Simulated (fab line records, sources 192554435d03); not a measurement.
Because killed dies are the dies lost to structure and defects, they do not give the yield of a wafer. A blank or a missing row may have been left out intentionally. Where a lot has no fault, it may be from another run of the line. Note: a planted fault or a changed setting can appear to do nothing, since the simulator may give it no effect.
Chamber matching | flow n5Finfet | N5_MOL_CONTACT_COAG_ALD_131 on aldSin-02: 4 sister chambers
The step deposits SiO2, target thk 5 nm, pulse time 1 s, co reactant pulse time 1 s. 14 wafers are shown with their chamber, then 7 later ones without.

## WAFERS PAIRED WITH THEIR CHAMBERS
wafer  | chamber | heaterPowerW (W) | chamberPressureTorr (Torr) | susceptorTempC (C)
L078.1 | 1       | 73               | 2.006                      | 99.86
L078.3 | 2       | 76               | 2.004                      | 99.99
L078.4 | 0       | 73               | 2.008                      | 99.86
L080.1 | 2       | 74               | 1.994                      | 99.96
L080.3 | 0       | 73               | 2.003                      | 100.04
L080.6 | 0       | 72               | 2.005                      | 99.99
L082.1 | 2       | 73               | 2.001                      | 100.04
L082.5 | 3       | 71               | 2.004                      | 99.87
L082.6 | 2       | 75               | 2.001                      | 99.95
L085.1 | 2       | 72               | 2.000                      | 99.99
L085.3 | 0       | 75               | 2.004                      | 99.76
L085.5 | 2       | 74               | 2.001                      | 100.09
L089.1 | 2       | 74               | 1.995                      | 99.86
L089.2 | 3       | 71               | 2.004                      | 100.15

SIGNATURES (averages over the wafers above)
reading             | chamber 0 | chamber 1 | chamber 2 | chamber 3 | scatter within a chamber
heaterPowerW        | 73.25     | 73.00     | 74.00     | 71.00     | 1.21
chamberPressureTorr | 2.00500   | 2.00600   | 1.99943   | 2.00400   | 0.00303
susceptorTempC      | 99.9125   | 99.8600   | 99.9829   | 100.0100  | 0.109
Rule: for each reading, subtract the chamber's mean from the wafer's reading, divide by that reading's scatter and square the result; add these up over the readings and take the root, which gives the wafer's distance from the chamber. If the next closest chamber is less than 2 further off than the closest, the wafer can't be placed; otherwise it belongs to the closest. The scatter: take each reading less its chamber's mean, square it, sum over the shown wafers, divide by the number of wafers less the number of chambers, and take the root.

## WAFERS WITH NO CHAMBER GIVEN
wafer  | heaterPowerW (W) | chamberPressureTorr (Torr) | susceptorTempC (C)
L089.6 | 75               | 1.999                      | 100.33
L094.2 | 72               | 2.001                      | 99.90
L094.4 | 73               | 2.003                      | 99.96
L094.6 | 70               | 2.000                      | 100.08
L097.4 | 73               | 1.997                      | 100.02
L097.5 | 74               | 1.995                      | 100.04
L097.6 | 72               | 1.997                      | 99.88

## EACH ONE'S CHAMBER
wafer  | from the rows above               | in truth
L089.6 | can't be placed: 2 or 0 or 3 or 1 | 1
L094.2 | can't be placed: 3 or 0 or 1 or 2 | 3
L094.4 | can't be placed: 0 or 1 or 2 or 3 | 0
L094.6 | can't be placed: 3 or 2 or 0      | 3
L097.4 | can't be placed: 2 or 0 or 3      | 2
L097.5 | 2                                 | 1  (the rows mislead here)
L097.6 | can't be placed: 2 or 3 or 0 or 1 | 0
Correctly placed: 0 of 7. From these rows, 6 cannot be placed; in 6 the true chamber is one of the candidates. 1 placed wrongly.
